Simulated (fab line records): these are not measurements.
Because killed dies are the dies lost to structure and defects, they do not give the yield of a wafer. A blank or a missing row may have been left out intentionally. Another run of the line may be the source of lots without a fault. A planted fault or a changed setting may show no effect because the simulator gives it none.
fab line records	flow nand-harc
record: lots: 24	wafers: 72	last-day: 33
route steps=1302 shown P_CONTACT@237 P_M0@269 P_M1@297 P_BONDPAD@352
lots with no fault: from the same line, run without faults
start-h: hours from the record's opening day to when the first of the lot's shown wafers began	wait-h: hours elapsed since this lot's preceding step	" unchanged from the row above	L1.1+2: several wafers, shown together as one row	- no value, or no start given	* or withheld: withheld	< > ~ a bound
route shown NAME@n: a module of which the file shows steps, and the number in the route of the first	usual: average and standard deviation across the fault-free wafers	same: alike in all rows	chamber/n: place in a boat	sites: the reading at each site	_std_site: the values' standard deviation	_edge_site: the outer-site mean with the inner-site mean subtracted	radius-mm: how far each site lies from the wafer's centre	mask NAME#n: copy n	behind: the tool/chamber that last shaped the wafer	hold: the reason the lot was held/the length of the hold in hours/how it ended	device: which transistor (n, p or np) failed to switch	end of line: at the end of the route, the tests of the same wafers	a step without rows: its recipe alone	killed: not the wafer's yield, but the dies lost to structure and defects at the first sort	map: a wafer's dies, marking killed ones x, the rest . and places with no die _
set.NAME: the setting the step ran with; set.NAME@STEP: the setting that earlier step ran with	model.NAME: the simulator's own value behind a step, which no gauge read
a sample of lots followed through the steps of the route, with each step as a table and each wafer as a row
services: when a tool's chamber went out of use (start-h, in hours from the record's first day, below 0 if earlier), for how many hours, and the reason
== steps ==
step: NHARC_P_CONTACT_ETCH_36
recipe: target-depth-a: 2600	over-etch-frac: 0.25	time-s: 406.25	ion-energy-ev: 200	n2-flow-sccm: 150	h2-flow-sccm: 150	ar-flow-sccm: 0	rf-w: 400	bias-w: 150	chemistry: N2/H2
usual: drypump-motor-current-A: 5.9/0.46	h2-flow-sccm: 149.9/0.43	oes-product-au: 0.998/0.012	rf-vpp-V: 429.5/2.5	showerhead-plenum-p-Torr: 2.00/0.088	throttle-valve-pct: 14.172/0.0087
lot.wafer	tool	chamber	start-h	wait-h	drypump-motor-current-A	h2-flow-sccm	oes-product-au	rf-hours-counter-h	rf-vpp-V	showerhead-plenum-p-Torr	throttle-valve-pct
L075.1	rie-diel-11	1	-	-	6.6	149.7	0.983	1.1	432.0	2.07	14.177
L075.4	"	0	"	"	5.7	149.9	0.996	-	430.4	2.02	14.166
L075.5	"	1	"	"	6.5	150.2	0.994	-	432.0	2.07	14.167
L074.3	rie-diel-01	0	-	-	6.5	149.4	0.982	7.8	428.7	2.03	14.172
L074.4	"	2	"	"	5.7	150.7	1.001	-	426.8	1.90	14.173
L074.5	"	0	"	"	6.5	149.7	0.975	-	430.9	2.03	14.180
L076.1	rie-diel-01	3	-	-	5.2	149.9	0.993	5.8	434.5	2.20	14.158
L076.4	"	0	"	"	6.5	149.7	0.994	8.4	429.0	2.03	14.185
L076.3	"	1	"	"	5.7	150.5	0.999	8.4	426.8	1.93	14.175
L077.2	rie-diel-01	0	-	-	6.5	149.9	0.997	9.1	430.5	2.03	14.177
L077.4	"	2	"	"	5.7	150.0	1.022	8.7	426.7	1.90	14.178
L077.6	"	0	"	"	6.5	150.2	0.990	-	430.0	2.03	14.176
L078.4	rie-diel-01	2	-	-	5.7	150.1	1.019	8.9	427.0	1.90	14.188
L078.1	"	3	"	"	5.2	149.8	1.004	6.8	434.0	2.20	14.154
L078.6	"	3	"	"	5.2	150.1	0.999	-	436.3	2.20	14.166
L079.1	rie-diel-11	3	-	-	6.4	150.1	1.010	2.5	429.2	1.95	14.183
L079.2	"	0	"	"	5.7	149.6	0.998	2.4	431.4	2.02	14.173
L079.6	"	2	"	"	5.6	149.8	1.004	-	429.3	2.01	14.183
L080.3	rie-diel-08	1	-	-	5.1	150.2	1.002	3.5	426.7	1.91	14.176
L080.2	"	2	"	"	5.6	150.3	1.002	3.2	428.7	1.99	14.166
L080.1	"	0	"	"	6.3	150.0	1.002	3.3	426.4	1.90	14.164
L081.1	rie-diel-11	1	-	-	6.6	149.3	0.984	2.7	431.5	2.07	14.176
L081.3	"	0	"	"	5.7	150.0	0.996	2.9	429.2	2.02	14.159
L081.5	"	1	"	"	6.6	149.5	0.989	-	431.4	2.07	14.169
L082.3	rie-diel-01	1	-	-	5.8	150.5	0.992	11.2	426.8	1.93	14.164
L082.1	"	2	"	"	5.7	151.1	1.012	11.3	427.0	1.90	14.163
L082.4	"	3	"	"	5.2	149.1	0.988	8.9	435.6	2.19	14.169
L083.2	rie-diel-11	1	-	-	6.5	149.7	0.991	3.6	430.2	2.07	14.171
L083.4	"	0	"	"	5.7	150.4	1.002	3.6	429.3	2.02	14.175
L083.5	"	2	"	"	5.6	149.7	1.005	-	429.9	2.01	14.181
L084.4	rie-diel-11	2	-	-	5.6	150.2	1.015	3.8	430.0	2.01	14.176
L084.3	"	0	"	"	5.7	150.2	1.002	4.0	427.2	2.02	14.166
L084.1	"	1	"	"	6.6	150.3	0.988	4.1	430.5	2.07	14.167
L085.3	rie-diel-08	2	-	-	5.7	149.9	0.985	0.6	428.7	1.99	14.182
L085.2	"	3	"	"	5.8	149.4	0.989	0.6	432.9	2.15	14.169
L085.6	"	2	"	"	5.7	149.9	0.989	-	429.2	1.99	14.174
L086.4	rie-diel-01	3	-	-	5.3	150.1	0.991	1.7	433.8	2.19	14.171
L086.1	"	1	"	"	5.7	150.1	0.998	1.7	429.1	1.93	14.173
L086.6	"	2	"	"	5.7	150.5	1.008	-	425.9	1.90	14.167
L087.3	rie-diel-08	3	-	-	5.8	149.9	0.993	1.4	433.8	2.15	14.168
L087.1	"	0	"	"	6.3	150.4	1.008	1.5	426.4	1.90	14.183
L087.4	"	1	"	"	5.1	150.5	1.015	1.4	427.0	1.91	14.167
L089.1	rie-diel-08	0	-	-	6.3	150.2	0.980	1.7	427.2	1.90	14.165
L089.2	"	2	"	"	5.7	150.0	0.989	1.8	429.5	1.99	14.176
L089.6	"	3	"	"	5.8	150.3	0.986	-	433.5	2.15	14.168
L088.4	rie-diel-11	1	-	-	6.5	150.6	1.001	0.1	431.9	2.07	14.173
L088.3	"	3	"	"	6.4	149.8	1.022	0.1	427.6	1.95	14.185
L088.6	"	1	"	"	6.5	150.1	1.003	-	432.6	2.07	14.157
L090.4	rie-diel-11	0	-	-	5.7	150.7	0.996	0.6	429.4	2.02	14.166
L090.3	"	1	"	"	6.5	149.7	0.997	0.7	431.7	2.07	14.172
L090.5	"	3	"	"	6.4	150.2	1.018	-	428.4	1.95	14.173
L091.2	rie-diel-01	0	-	-	6.5	149.6	0.993	4.2	429.5	2.03	14.171
L091.1	"	2	"	"	5.7	150.4	1.011	4.1	426.2	1.90	14.206
L091.6	"	0	"	"	6.5	150.4	0.989	-	429.9	2.03	14.171
L092.1	rie-diel-01	2	-	-	5.7	150.0	1.006	5.1	424.8	1.90	14.163
L092.2	"	3	"	"	5.3	150.7	0.990	4.8	432.2	2.19	14.169
L092.6	"	2	"	"	5.7	150.1	1.009	-	426.7	1.90	14.183
L093.1	rie-diel-08	3	-	-	5.8	149.7	0.981	3.0	432.0	2.15	14.171
L093.5	"	1	"	"	5.1	149.5	1.010	-	426.1	1.91	14.167
L093.6	"	2	"	"	5.7	149.9	0.998	-	429.3	1.99	14.176
L094.1	rie-diel-11	1	-	-	6.6	150.5	0.986	1.7	433.2	2.07	14.179
L094.4	"	0	"	"	5.7	150.1	1.005	1.5	430.7	2.02	14.180
L094.6	"	2	"	"	5.6	149.6	1.006	-	429.2	2.00	14.185
L095.3	rie-diel-11	1	-	-	6.5	149.7	0.987	2.1	432.9	2.07	14.147
L095.1	"	0	"	"	5.7	149.2	0.995	1.9	430.0	2.02	14.176
L095.5	"	1	"	"	6.5	150.5	0.983	-	429.4	2.07	14.184
L096.4	rie-diel-08	2	-	-	5.7	150.1	0.987	3.5	429.6	1.99	14.180
L096.1	"	3	"	"	5.8	149.5	0.979	3.4	433.6	2.15	14.172
L096.2	"	0	"	"	6.3	149.7	0.983	3.2	426.3	1.90	14.164
L097.1	rie-diel-08	1	-	-	5.1	149.7	1.012	3.8	426.1	1.90	14.165
L097.4	"	3	"	"	5.8	150.1	0.977	4.1	432.8	2.15	14.169
L097.6	"	1	"	"	5.2	149.3	1.016	-	426.8	1.91	14.170
step: NHARC_P_M0_CD_MEAS_16
usual: cd-nm: 89.7/1.1
lot.wafer	tool	chamber	start-h	wait-h	cd-nm
L075.1	cd-sem-01	-	134.95	-	88.3
L075.4	"	-	"	"	90.7
L075.5	"	-	"	"	87.9
L074.3	cd-sem-01	-	135.48	-	89.0
L074.4	"	-	"	"	89.1
L074.5	"	-	"	"	89.7
L076.1	cd-sem-03	-	147.42	-	87.7
L076.3	"	-	"	"	88.1
L076.4	"	-	"	"	89.1
L077.2	cd-sem-01	-	157.62	-	89.6
L077.4	"	-	"	"	88.0
L077.6	"	-	"	"	90.6
L078.1	cd-sem-01	-	168.36	-	89.7
L078.4	"	-	"	"	89.8
L078.6	"	-	"	"	88.0
L079.1	cd-sem-02	-	175.07	-	90.3
L079.2	"	-	"	"	89.7
L079.6	"	-	"	"	89.6
L080.1	cd-sem-01	-	182.69	-	87.9
L080.2	"	-	"	"	88.8
L080.3	"	-	"	"	88.1
L081.1	cd-sem-03	-	189.73	-	90.9
L081.3	"	-	"	"	88.8
L081.5	"	-	"	"	89.5
L082.1	cd-sem-01	-	200.59	-	88.7
L082.3	"	-	"	"	91.2
L082.4	"	-	"	"	90.0
L083.2	cd-sem-02	-	213.28	-	90.2
L083.4	"	-	"	"	91.4
L083.5	"	-	"	"	90.5
L084.1	cd-sem-02	-	224.80	-	91.0
L084.3	"	-	"	"	91.1
L084.4	"	-	"	"	92.3
L085.2	cd-sem-01	-	232.23	-	88.9
L085.3	"	-	"	"	90.4
L085.6	"	-	"	"	89.6
L086.1	cd-sem-03	-	238.17	-	90.7
L086.4	"	-	"	"	88.5
L086.6	"	-	"	"	89.8
L087.1	cd-sem-02	-	265.87	-	89.0
L087.3	"	-	"	"	90.0
L087.4	"	-	"	"	89.1
L089.1	cd-sem-03	-	266.70	-	89.3
L089.2	"	-	"	"	88.7
L089.6	"	-	"	"	87.8
L088.3	cd-sem-01	-	269.12	-	90.6
L088.4	"	-	"	"	89.0
L088.6	"	-	"	"	90.7
L090.3	cd-sem-02	-	286.24	-	88.8
L090.4	"	-	"	"	88.0
L090.5	"	-	"	"	89.5
L091.1	cd-sem-03	-	290.45	-	91.0
L091.2	"	-	"	"	91.0
L091.6	"	-	"	"	91.1
L092.1	cd-sem-02	-	300.81	-	90.8
L092.2	"	-	"	"	90.5
L092.6	"	-	"	"	90.5
L093.1	cd-sem-03	-	309.47	-	90.2
L093.5	"	-	"	"	89.0
L093.6	"	-	"	"	90.1
L094.1	cd-sem-02	-	328.44	-	91.2
L094.4	"	-	"	"	89.7
L094.6	"	-	"	"	90.9
L095.1	cd-sem-02	-	332.90	-	91.4
L095.3	"	-	"	"	92.0
L095.5	"	-	"	"	92.7
L096.1	cd-sem-02	-	337.89	-	89.4
L096.2	"	-	"	"	90.0
L096.4	"	-	"	"	89.6
L097.1	cd-sem-02	-	352.37	-	89.9
L097.4	"	-	"	"	91.0
L097.6	"	-	"	"	89.2
step: NHARC_P_M0_INSPECT_27
usual: raw-defect-count: 306/130
lot.wafer	tool	chamber	start-h	wait-h	raw-defect-count
L075.1	defect-inspect-01	-	137.13	0.0	234
L075.4	"	-	"	"	418
L075.5	"	-	"	"	236
L074.3	defect-inspect-02	-	137.71	0.0	364
L074.4	"	-	"	"	344
L074.5	"	-	"	"	254
L076.1	defect-inspect-01	-	149.63	0.0	330
L076.3	"	-	"	"	378
L076.4	"	-	"	"	482
L077.2	defect-inspect-01	-	159.92	0.0	625
L077.4	"	-	"	"	654
L077.6	"	-	"	"	462
L078.1	defect-inspect-02	-	170.54	0.0	282
L078.4	"	-	"	"	294
L078.6	"	-	"	"	245
L079.1	defect-inspect-01	-	177.34	0.0	190
L079.2	"	-	"	"	389
L079.6	"	-	"	"	307
L080.1	defect-inspect-02	-	184.91	0.0	442
L080.2	"	-	"	"	325
L080.3	"	-	"	"	262
L081.1	defect-inspect-02	-	191.98	0.0	306
L081.3	"	-	"	"	248
L081.5	"	-	"	"	202
L082.1	defect-inspect-01	-	202.75	0.0	354
L082.3	"	-	"	"	182
L082.4	"	-	"	"	147
L083.2	defect-inspect-01	-	215.44	0.0	340
L083.4	"	-	"	"	370
L083.5	"	-	"	"	186
L084.1	defect-inspect-02	-	226.97	0.0	210
L084.3	"	-	"	"	236
L084.4	"	-	"	"	340
L085.2	defect-inspect-02	-	234.45	0.0	201
L085.3	"	-	"	"	194
L085.6	"	-	"	"	247
L086.1	defect-inspect-01	-	240.42	0.0	226
L086.4	"	-	"	"	234
L086.6	"	-	"	"	228
L087.1	defect-inspect-01	-	268.04	0.0	285
L087.3	"	-	"	"	388
L087.4	"	-	"	"	248
L089.1	defect-inspect-01	-	268.88	0.0	369
L089.2	"	-	"	"	448
L089.6	"	-	"	"	479
L088.3	defect-inspect-02	-	271.29	0.0	315
L088.4	"	-	"	"	414
L088.6	"	-	"	"	239
L090.3	defect-inspect-01	-	288.40	0.0	198
L090.4	"	-	"	"	248
L090.5	"	-	"	"	253
L091.1	defect-inspect-01	-	292.63	0.0	383
L091.2	"	-	"	"	233
L091.6	"	-	"	"	380
L092.1	defect-inspect-02	-	302.98	0.0	906
L092.2	"	-	"	"	291
L092.6	"	-	"	"	359
L093.1	defect-inspect-01	-	311.68	0.0	210
L093.5	"	-	"	"	176
L093.6	"	-	"	"	194
L094.1	defect-inspect-01	-	330.63	0.0	185
L094.4	"	-	"	"	156
L094.6	"	-	"	"	205
L095.1	defect-inspect-01	-	335.09	0.0	201
L095.3	"	-	"	"	203
L095.5	"	-	"	"	260
L096.1	defect-inspect-01	-	340.07	0.0	718
L096.2	"	-	"	"	252
L096.4	"	-	"	"	314
L097.1	defect-inspect-01	-	354.60	0.0	431
L097.4	"	-	"	"	311
L097.6	"	-	"	"	352
step: NHARC_P_M1_INSPECT_11
usual: raw-defect-count: 4.4/2.6
lot.wafer	tool	chamber	start-h	wait-h	raw-defect-count
L075.1	defect-inspect-02	-	138.65	0.0	5
L075.4	"	-	"	"	10
L075.5	"	-	"	"	2
L074.3	defect-inspect-01	-	139.39	0.0	3
L074.4	"	-	"	"	5
L074.5	"	-	"	"	3
L076.1	defect-inspect-01	-	151.02	0.0	2
L076.3	"	-	"	"	2
L076.4	"	-	"	"	2
L077.2	defect-inspect-02	-	161.45	0.0	6
L077.4	"	-	"	"	4
L077.6	"	-	"	"	6
L078.1	defect-inspect-01	-	172.06	0.0	5
L078.4	"	-	"	"	8
L078.6	"	-	"	"	6
L079.1	defect-inspect-02	-	178.74	0.0	3
L079.2	"	-	"	"	6
L079.6	"	-	"	"	6
L080.1	defect-inspect-01	-	186.42	0.0	2
L080.2	"	-	"	"	2
L080.3	"	-	"	"	3
L081.1	defect-inspect-02	-	193.52	0.0	1
L081.3	"	-	"	"	5
L081.5	"	-	"	"	6
L082.1	defect-inspect-01	-	204.24	0.0	8
L082.3	"	-	"	"	7
L082.4	"	-	"	"	8
L083.2	defect-inspect-01	-	216.97	0.0	5
L083.4	"	-	"	"	4
L083.5	"	-	"	"	5
L084.1	defect-inspect-02	-	228.52	0.0	3
L084.3	"	-	"	"	5
L084.4	"	-	"	"	3
L085.2	defect-inspect-02	-	235.85	0.0	3
L085.3	"	-	"	"	4
L085.6	"	-	"	"	2
L086.1	defect-inspect-02	-	241.94	0.0	4
L086.4	"	-	"	"	7
L086.6	"	-	"	"	5
L087.1	defect-inspect-02	-	269.61	0.0	5
L087.3	"	-	"	"	1
L087.4	"	-	"	"	2
L089.1	defect-inspect-01	-	270.30	0.0	6
L089.2	"	-	"	"	8
L089.6	"	-	"	"	13
L088.3	defect-inspect-02	-	272.71	0.0	7
L088.4	"	-	"	"	16
L088.6	"	-	"	"	10
L090.3	defect-inspect-02	-	289.78	0.0	2
L090.4	"	-	"	"	2
L090.5	"	-	"	"	3
L091.1	defect-inspect-02	-	294.13	0.0	3
L091.2	"	-	"	"	1
L091.6	"	-	"	"	3
L092.1	defect-inspect-01	-	304.51	0.0	3
L092.2	"	-	"	"	2
L092.6	"	-	"	"	6
L093.1	defect-inspect-02	-	313.19	0.0	2
L093.5	"	-	"	"	2
L093.6	"	-	"	"	3
L094.1	defect-inspect-01	-	332.12	0.0	3
L094.4	"	-	"	"	3
L094.6	"	-	"	"	3
L095.1	defect-inspect-01	-	336.48	0.0	7
L095.3	"	-	"	"	7
L095.5	"	-	"	"	4
L096.1	defect-inspect-02	-	341.45	0.0	5
L096.2	"	-	"	"	6
L096.4	"	-	"	"	7
L097.1	defect-inspect-02	-	356.12	0.0	2
L097.4	"	-	"	"	2
L097.6	"	-	"	"	3
step: NHARC_P_M1_PRE_CLEAN_30
recipe: time-s: 30	temp-c: 280	gas: H2/He
usual: heater-power-w: 415/55
lot.wafer	tool	chamber	start-h	wait-h	heater-power-w
L075.1	pvd-sputter-03	-	-	-	413
L075.4	"	-	"	"	362
L075.5	"	-	"	"	436
L074.3	pvd-sputter-02	-	-	-	350
L074.4	"	-	"	"	411
L074.5	"	-	"	"	333
L076.4	pvd-sputter-03	-	-	-	363
L076.1	"	-	"	"	502
L076.3	"	-	"	"	428
L077.4	pvd-sputter-03	-	-	-	367
L077.2	"	-	"	"	447
L077.6	"	-	"	"	361
L078.4	pvd-sputter-02	-	-	-	490
L078.1	"	-	"	"	416
L078.6	"	-	"	"	345
L079.1	pvd-sputter-01	-	-	-	378
L079.2	"	-	"	"	387
L079.6	"	-	"	"	384
L080.2	pvd-sputter-01	-	-	-	409
L080.1	"	-	"	"	446
L080.3	"	-	"	"	378
L081.3	pvd-sputter-02	-	-	-	506
L081.1	"	-	"	"	417
L081.5	"	-	"	"	349
L082.4	pvd-sputter-03	-	-	-	362
L082.1	"	-	"	"	526
L082.3	"	-	"	"	451
L083.2	pvd-sputter-01	-	-	-	442
L083.4	"	-	"	"	395
L083.5	"	-	"	"	423
L084.3	pvd-sputter-01	-	-	-	396
L084.4	"	-	"	"	389
L084.1	"	-	"	"	406
L085.3	pvd-sputter-02	-	-	-	491
L085.2	"	-	"	"	407
L085.6	"	-	"	"	493
L086.4	pvd-sputter-02	-	-	-	326
L086.1	"	-	"	"	417
L086.6	"	-	"	"	341
L087.4	pvd-sputter-03	-	-	-	419
L087.3	"	-	"	"	513
L087.1	"	-	"	"	459
L089.2	pvd-sputter-01	-	-	-	442
L089.1	"	-	"	"	399
L089.6	"	-	"	"	432
L088.4	pvd-sputter-03	-	-	-	524
L088.3	"	-	"	"	359
L088.6	"	-	"	"	502
L090.4	pvd-sputter-01	-	-	-	390
L090.3	"	-	"	"	429
L090.5	"	-	"	"	393
L091.2	pvd-sputter-03	-	-	-	526
L091.1	"	-	"	"	458
L091.6	"	-	"	"	361
L092.1	pvd-sputter-03	-	-	-	450
L092.2	"	-	"	"	403
L092.6	"	-	"	"	466
L093.1	pvd-sputter-03	-	-	-	515
L093.5	"	-	"	"	450
L093.6	"	-	"	"	419
L094.1	pvd-sputter-02	-	-	-	430
L094.4	"	-	"	"	363
L094.6	"	-	"	"	489
L095.1	pvd-sputter-01	-	-	-	395
L095.3	"	-	"	"	395
L095.5	"	-	"	"	388
L096.4	pvd-sputter-03	-	-	-	514
L096.1	"	-	"	"	460
L096.2	"	-	"	"	421
L097.1	pvd-sputter-02	-	-	-	340
L097.4	"	-	"	"	490
L097.6	"	-	"	"	349
step: NHARC_P_BONDPAD_CMP_32
recipe: target-thk-nm: 200	material: SiCN
usual: motor-current-A: 11.7/0.93	slurry-filter-dp-kPa: 13.53/0.14
lot.wafer	tool	chamber	start-h	wait-h	motor-current-A	slurry-filter-dp-kPa
L075.4	cmp-02	3	146.58	-	12.0	13.57
L075.1	"	0	"	"	10.7	13.78
L075.5	"	2	"	"	12.7	13.66
L074.3	cmp-03	3	147.31	-	12.3	13.77
L074.4	"	0	"	"	10.0	13.48
L074.5	"	3	"	"	12.6	13.25
L076.3	cmp-03	0	158.92	-	10.4	13.70
L076.4	"	1	"	"	13.3	13.42
L076.1	"	2	"	"	12.7	13.56
L077.2	cmp-01	1	175.83	-	11.5	13.64
L077.4	"	3	"	"	10.7	13.51
L077.6	"	0	"	"	12.5	13.65
L078.4	cmp-03	2	180.81	-	11.9	13.62
L078.1	"	0	"	"	10.1	13.43
L078.6	"	1	"	"	13.3	13.42
L079.1	cmp-03	1	186.66	-	12.8	13.41
L079.2	"	3	"	"	12.4	13.67
L079.6	"	1	"	"	13.0	13.61
L080.1	cmp-01	0	194.67	-	12.8	13.43
L080.2	"	2	"	"	11.3	13.40
L080.3	"	3	"	"	11.0	13.57
L081.1	cmp-03	0	201.32	-	9.9	13.54
L081.3	"	2	"	"	12.8	13.49
L081.5	"	0	"	"	10.5	13.61
L082.1	cmp-01	2	212.09	-	12.1	13.44
L082.4	"	3	"	"	10.7	13.53
L082.3	"	0	"	"	12.5	13.44
L083.2	cmp-02	2	224.80	-	13.3	13.68
L083.4	"	3	"	"	11.4	13.78
L083.5	"	1	"	"	11.0	13.51
L084.1	cmp-01	1	236.31	-	11.4	13.42
L084.3	"	3	"	"	10.4	13.62
L084.4	"	0	"	"	12.4	13.32
L085.3	cmp-01	1	243.64	-	11.3	13.58
L085.2	"	2	"	"	11.2	13.45
L085.6	"	1	"	"	11.5	13.41
L086.4	cmp-02	3	250.05	-	11.8	13.28
L086.1	"	0	"	"	11.2	13.51
L086.6	"	1	"	"	11.0	13.70
L087.4	cmp-02	1	277.83	-	10.7	13.35
L087.3	"	2	"	"	13.4	13.60
L087.1	"	3	"	"	12.1	13.45
L089.1	cmp-02	1	278.99	-	11.0	13.78
L089.2	"	2	"	"	13.4	13.58
L089.6	"	3	"	"	12.0	13.48
L088.3	cmp-02	1	280.49	-	11.2	13.61
L088.4	"	2	"	"	12.9	13.58
L088.6	"	2	"	"	13.1	13.37
L090.4	cmp-03	0	297.63	-	10.1	13.53
L090.3	"	1	"	"	12.9	13.59
L090.5	"	2	"	"	12.3	13.68
L091.2	cmp-02	1	302.15	-	10.7	13.60
L091.1	"	3	"	"	11.7	13.64
L091.6	"	1	"	"	10.6	13.34
L092.2	cmp-03	2	312.14	-	11.5	13.78
L092.1	"	3	"	"	12.1	13.43
L092.6	"	2	"	"	11.8	13.21
L093.1	cmp-02	3	320.96	-	11.4	13.44
L093.5	"	2	"	"	12.6	13.77
L093.6	"	3	"	"	11.9	13.55
L094.4	cmp-01	1	339.83	-	11.8	13.34
L094.1	"	3	"	"	10.9	13.52
L094.6	"	0	"	"	12.1	13.40
L095.3	cmp-02	3	344.52	-	11.6	13.71
L095.1	"	0	"	"	10.9	13.37
L095.5	"	2	"	"	12.9	13.51
L096.4	cmp-03	0	349.19	-	10.1	13.50
L096.2	"	2	"	"	11.9	13.36
L096.1	"	3	"	"	12.2	13.61
L097.1	cmp-01	0	363.98	-	12.4	13.41
L097.4	"	1	"	"	12.0	13.49
L097.6	"	1	"	"	11.4	13.67
== services ==
tool	chamber	start-h	hours	kind
rie-diel-01	3	116.15	16.7	repair
rie-diel-11	2	121.75	11.2	repair
cmp-02	-	134.50	4.0	pm
rie-diel-11	1	145.52	2.6	repair
pvd-sputter-03	-	156.73	7.7	repair
cmp-03	-	162.00	4.0	pm
pvd-sputter-03	-	170.04	10.0	pm
cmp-03	-	172.72	1.3	repair
cmp-03	-	183.19	0.8	repair
cmp-02	-	185.93	1.5	repair
cmp-03	-	197.45	1.3	repair
rie-diel-11	0	202.45	3.7	repair
rie-diel-01	-	203.80	9.0	pm
pvd-sputter-03	-	221.01	27.1	repair
cmp-03	-	222.37	11.0	repair
cmp-02	-	232.50	4.0	pm
rie-diel-11	-	255.51	9.0	pm
cmp-03	-	260.00	4.0	pm
cmp-03	-	271.53	0.3	repair
pvd-sputter-03	-	325.70	3.4	repair
cmp-02	-	330.50	4.0	pm
cmp-02	-	335.04	0.3	repair
pvd-sputter-03	-	348.04	10.0	pm
rie-diel-11	2	360.51	2.0	repair
== key ==
fault none
